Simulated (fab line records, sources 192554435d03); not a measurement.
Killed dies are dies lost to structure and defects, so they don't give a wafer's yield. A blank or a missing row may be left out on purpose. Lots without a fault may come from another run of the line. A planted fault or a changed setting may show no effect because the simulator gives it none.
Split-lot experiment | flow n5_finfet | 7 lots, 21 wafers read, on a route of 1938 steps

THE SPLIT
At N5_FIN_SAQP_PEB_14 (peb time 60 s), the setting peb_time_s was moved away from the recipe's 60 s on 5 of the 21 wafers read, by -15.5% to +12.9%. The other wafers ran this setting at the recipe's value.

FROM THE SPLIT TO THE READING: what the file shows between them, 1 step
- N5_FIN_SAQP_DEVELOP_15: develop time 30 s

THE READING
cd_nm, in nm, at N5_FIN_SAQP_CD_MEAS_16 (target cd 35.6 nm). Fault-free wafers of this fab line usually give 35.8 nm, standard deviation 0.32 nm.

wafer  | tool, chamber at the split | peb_time_s as run, s | against the recipe | cd_nm, nm | against lot-mates on the recipe
L074.3 | litho_track-02, 0          | 60                   | recipe             | 35.2      | -
L074.4 | litho_track-02, 0          | 60                   | recipe             | 35.8      | -
L074.6 | litho_track-02, 0          | 60                   | recipe             | 35.7      | -
L077.2 | litho_track-04, 0          | 60                   | recipe             | 35.8      | -
L077.4 | litho_track-04, 0          | 60                   | recipe             | 36.2      | -
L077.6 | litho_track-04, 0          | 50.73                | -15.5%             | 38.7      | +2.7
L079.4 | litho_track-03, 0          | 60                   | recipe             | 35.8      | -
L079.5 | litho_track-03, 0          | 60                   | recipe             | 35.5      | -
L079.6 | litho_track-03, 0          | 54.78                | -8.7%              | 37.2      | +1.6
L082.1 | litho_track-02, 0          | 60                   | recipe             | 35.2      | -
L082.5 | litho_track-02, 0          | 60                   | recipe             | 35.4      | -
L082.6 | litho_track-02, 0          | 60                   | recipe             | 36.0      | -
L085.3 | litho_track-03, 0          | 67.72                | +12.9%             | 34.1      | -1.7
L085.4 | litho_track-03, 0          | 60                   | recipe             | 35.8      | -
L085.6 | litho_track-03, 0          | 60                   | recipe             | 35.9      | -
L087.4 | litho_track-04, 0          | 51.99                | -13.3%             | 38.5      | +2.6
L087.5 | litho_track-04, 0          | 51.99                | -13.3%             | 38.4      | +2.5
L087.6 | litho_track-04, 0          | 60                   | recipe             | 35.9      | -
L092.1 | litho_track-03, 0          | 60                   | recipe             | 35.5      | -
L092.4 | litho_track-03, 0          | 60                   | recipe             | 36.6      | -
L092.5 | litho_track-03, 0          | 60                   | recipe             | 35.5      | -

THE FIT
A straight line over all 21 wafers: cd_nm changes by -0.179 nm for each +1% of peb_time_s; r = -0.95; the points scatter about the line by 0.37 nm.
The same after taking each lot's own level away (the mean of its wafers on the recipe; 21 wafers): -0.172 nm for each +1%; r = -0.96; scatter 0.31 nm.
On that fit, the largest move of peb_time_s shifts the reading by 2.7 nm.
The lots' own levels span 35.53 to 36.00 nm, that is 1.5 times the standard deviation above.
So the lot-to-lot level changes the slope little: the two slopes agree.
Check: with one of the wafers moved furthest among these (-15.5%) left out of the fit, the line predicts +2.71 nm for it against its lot-mates. It came out at +2.7 nm against them.

OTHER SPLITS ON THESE WAFERS
These wafers also went through other splits before the reading. Each is held against what the fit with the lots' levels taken away leaves over:
other split on the same wafers                    | wafers away from the commonest value | r with cd_nm (lot level and that fit taken away)
N5_ZERO_LAYER_DEVELOP_10 develop_time_s           | 8                                    | -0.04
N5_WELL_APT_COAT_02 spin_rpm                      | 4                                    | -0.46
N5_PMOS_HMC_CHANNEL_EPI_PEB_07 peb_temp_c         | 4                                    | +0.14
N5_PMOS_HMC_CHANNEL_EPI_DEVELOP_08 develop_time_s | 7                                    | +0.37
N5_FIN_SAQP_HM_DEP_72 time_s                      | 10                                   | +0.03

THE FILE'S OWN FIT
cd_nm changes by -0.17 nm for each +1% of peb_time_s, r = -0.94.
